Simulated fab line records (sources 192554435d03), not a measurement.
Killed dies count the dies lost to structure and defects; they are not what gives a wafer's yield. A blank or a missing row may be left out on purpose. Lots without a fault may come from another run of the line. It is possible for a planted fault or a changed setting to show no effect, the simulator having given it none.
Lot-split experiment + flow n5_finfet + on a route of 1938 steps: 7 lots, 21 wafers read

## THE SPLIT
At N5_BEOL_M5_COAT_71 (time 60 s, resist thk 5 nm), the setting spin_rpm was moved away from the recipe's 1500 rpm on 4 of the 21 wafers read, by -8.1% to +11.2%. For the rest of the wafers, this setting stayed at what the recipe calls for.

Split to reading: the file shows no intervening step.

## THE READING
etch.depth_nm (the simulator's own value, which no gauge read), in nm, at N5_BEOL_M5_ETCH_72 (etches underlayer in N2/H2, target depth 6.5 nm, time 5.2 s). The file does not state a usual value for it. Across the 17 wafers here that went through the recipe, the average is 5.004 nm and the standard deviation 0.014 nm.

| wafer  | tool, chamber at the split | spin_rpm as run, rpm | against the recipe | etch.depth_nm, nm | against lot-mates on the recipe |
|--------|----------------------------|----------------------|--------------------|-------------------|---------------------------------|
| L074.1 | litho_track-03, 0          | 1548                 | +3.2%              | 4.915             | -0.077                          |
| L074.2 | litho_track-03, 0          | 1500                 | recipe             | 4.991             | -                               |
| L074.5 | litho_track-03, 0          | 1500                 | recipe             | 4.994             | -                               |
| L077.4 | litho_track-03, 0          | 1378                 | -8.1%              | 5.198             | +0.220                          |
| L077.5 | litho_track-03, 0          | 1500                 | recipe             | 4.976             | -                               |
| L077.6 | litho_track-03, 0          | 1500                 | recipe             | 4.98              | -                               |
| L076.3 | litho_track-03, 0          | 1500                 | recipe             | 5.002             | -                               |
| L076.4 | litho_track-03, 0          | 1668                 | +11.2%             | 4.753             | -0.242                          |
| L076.6 | litho_track-03, 0          | 1500                 | recipe             | 4.989             | -                               |
| L078.2 | litho_track-03, 0          | 1500                 | recipe             | 5.012             | -                               |
| L078.3 | litho_track-03, 0          | 1500                 | recipe             | 5.02              | -                               |
| L078.6 | litho_track-03, 0          | 1500                 | recipe             | 5.023             | -                               |
| L086.1 | litho_track-05, 0          | 1500                 | recipe             | 5.019             | -                               |
| L086.2 | litho_track-05, 0          | 1500                 | recipe             | 5.015             | -                               |
| L086.3 | litho_track-05, 0          | 1500                 | recipe             | 5.014             | -                               |
| L087.2 | litho_track-04, 0          | 1500                 | recipe             | 5.004             | -                               |
| L087.5 | litho_track-04, 0          | 1551                 | +3.4%              | 4.928             | -0.069                          |
| L087.6 | litho_track-04, 0          | 1500                 | recipe             | 4.99              | -                               |
| L091.2 | litho_track-04, 0          | 1500                 | recipe             | 5.007             | -                               |
| L091.3 | litho_track-04, 0          | 1500                 | recipe             | 5.008             | -                               |
| L091.4 | litho_track-04, 0          | 1500                 | recipe             | 5.021             | -                               |

FIT RESULTS
A straight line over all 21 wafers: etch.depth_nm changes by -0.0231 nm for each +1% of spin_rpm; r = -0.98; the points scatter about the line by 0.014 nm.
The same after taking each lot's own level away (the mean of its wafers on the recipe; 21 wafers): -0.0235 nm for each +1%; r = -0.99; scatter 0.0092 nm.
On that fit, the largest move of spin_rpm shifts the reading by 0.26 nm.
Across the lots, their own levels run from 4.9780 to 5.0183 nm, a range of 2.8 times the standard deviation given above.
Consequently the slope shifts little with the lot-to-lot level, the two slopes agreeing.
Check: -0.287 nm against its lot-mates is what the line predicts for one of the wafers moved furthest among these (+11.2%) when that wafer is left out of the fit. It came out at -0.242 nm against them.

## FURTHER SPLITS ON THESE WAFERS
Note: prior to the reading, these wafers also went through further splits. Each is held against what the fit with the lots' levels taken away leaves over:
| other split on the same wafers   | wafers away from the commonest value | r with etch.depth_nm (lot level and that fit taken away) |
|----------------------------------|--------------------------------------|----------------------------------------------------------|
| N5_BEOL_M3_TRENCH_ETCH_37 time_s | 7                                    | -0.08                                                    |
| N5_BEOL_M4_TRENCH_ETCH_37 bias_w | 9                                    | +0.06                                                    |

## FILE'S OWN FIT
etch.depth_nm changes by -0.0234 nm for each +1% of spin_rpm, r = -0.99.
